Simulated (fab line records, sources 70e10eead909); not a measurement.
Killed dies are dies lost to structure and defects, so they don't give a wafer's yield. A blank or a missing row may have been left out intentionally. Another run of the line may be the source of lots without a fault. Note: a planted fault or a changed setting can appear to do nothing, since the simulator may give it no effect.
Chamber matching | flow nandHarc | NHARC_A_STAIRCASE_DEP_259 on pecvd-02 has 3 sister chambers
The step deposits SiON, target thk 30 nm. 14 wafers are shown with their chamber, then 7 later ones without.

WAFERS, EACH WITH ITS CHAMBER
wafer  | chamber | heaterPowerW (W)
L074.1 | 0       | 657
L074.2 | 1       | 773
L074.5 | 1       | 775
L075.4 | 2       | 746
L075.5 | 0       | 664
L075.6 | 1       | 727
L080.3 | 0       | 675
L080.4 | 1       | 720
L080.6 | 0       | 661
L085.1 | 2       | 707
L085.2 | 0       | 760
L085.4 | 0       | 770
L091.2 | 1       | 712
L091.4 | 2       | 731

SIGNATURES (means of the wafers above)
reading      | chamber 0 | chamber 1 | chamber 2 | scatter within a chamber
heaterPowerW | 697.83    | 741.40    | 728.00    | 40.7
Rule: a wafer's distance from a chamber is the root of the sum, over the readings, of the square of ((its reading less the chamber's mean) divided by the reading's scatter). If the next closest chamber is less than 2 further off than the closest, the wafer can't be placed; otherwise it belongs to the closest. The scatter: the root of (the sum of the squares of (reading less its chamber's mean) over the shown wafers, divided by (wafers less chambers)).

WAFERS WHOSE CHAMBER IS MISSING
wafer  | heaterPowerW (W)
L091.5 | 673
L093.1 | 746
L093.4 | 750
L093.6 | 670
L094.3 | 731
L094.4 | 745
L094.5 | 768

CHAMBER TAKEN BY EACH
wafer  | from the rows above          | in truth
L091.5 | can't be placed: 0 or 2 or 1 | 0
L093.1 | can't be placed: 1 or 2 or 0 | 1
L093.4 | can't be placed: 1 or 2 or 0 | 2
L093.6 | can't be placed: 0 or 2 or 1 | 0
L094.3 | can't be placed: 2 or 1 or 0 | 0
L094.4 | can't be placed: 1 or 2 or 0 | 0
L094.5 | can't be placed: 1 or 2 or 0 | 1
Placed correctly: 0 of 7. From these rows, 7 cannot be placed; in 7 the true chamber is one of the candidates. Placed wrongly: 0.
